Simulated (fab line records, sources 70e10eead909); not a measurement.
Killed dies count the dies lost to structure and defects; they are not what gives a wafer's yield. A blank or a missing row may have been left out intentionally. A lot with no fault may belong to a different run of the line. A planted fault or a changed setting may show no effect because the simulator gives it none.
Matching of chambers	flow nand-harc	4 sister chambers for NHARC_P_M0_CMP_23 on cmp-01
The step polishes, t overpolish 20 s, target thk 117.53 nm. 8 wafers are shown with their chamber, then 9 later ones without.

## WAFERS PAIRED WITH THEIR CHAMBERS
wafer	chamber	motor-current-A (A)	time-to-endpoint-s (s)
L084.1	3	13.1	27.6
L089.5	1	10.4	33.5
L091.2	2	11.6	27.4
L091.3	1	9.7	32.5
L091.4	3	13.4	27.8
L092.1	2	10.9	27.9
L092.2	0	13.9	33.7
L092.5	0	13.5	36.0

## WAFERS MISSING THEIR CHAMBER
wafer	motor-current-A (A)	time-to-endpoint-s (s)
L094.1	10.7	30.2
L094.3	13.4	27.5
L094.5	11.5	27.0
L095.2	10.0	34.8
L095.4	11.7	27.0
L095.6	10.5	32.8
L097.2	13.1	28.2
L097.3	12.0	26.2
L097.4	13.1	32.0

## WHICH CHAMBER EACH WENT THROUGH
wafer	from the rows above	in truth
L094.1	can't be placed: 2 or 1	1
L094.3	3	3
L094.5	2	2
L095.2	1	1
L095.4	2	2
L095.6	1	1
L097.2	3	3
L097.3	can't be placed: 2 or 3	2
L097.4	can't be placed: 0 or 3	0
Correctly placed: 6 of 9. These rows do not allow placing 3 (true chamber among the candidates in 3). Number placed wrongly: 0.
How it was worked out, from the rows above alone: a wafer's distance from a chamber is the root of the sum, over the readings, of the square of ((its reading less the chamber's mean) divided by the reading's scatter). The wafer belongs to the nearest chamber; if the next one is less than 2 further off, it can't be placed. For every chamber, the mean is computed from those of its wafers that are shown. The scatter: the root of (the sum of the squares of (reading less its chamber's mean) over the shown wafers, divided by (wafers less chambers)).
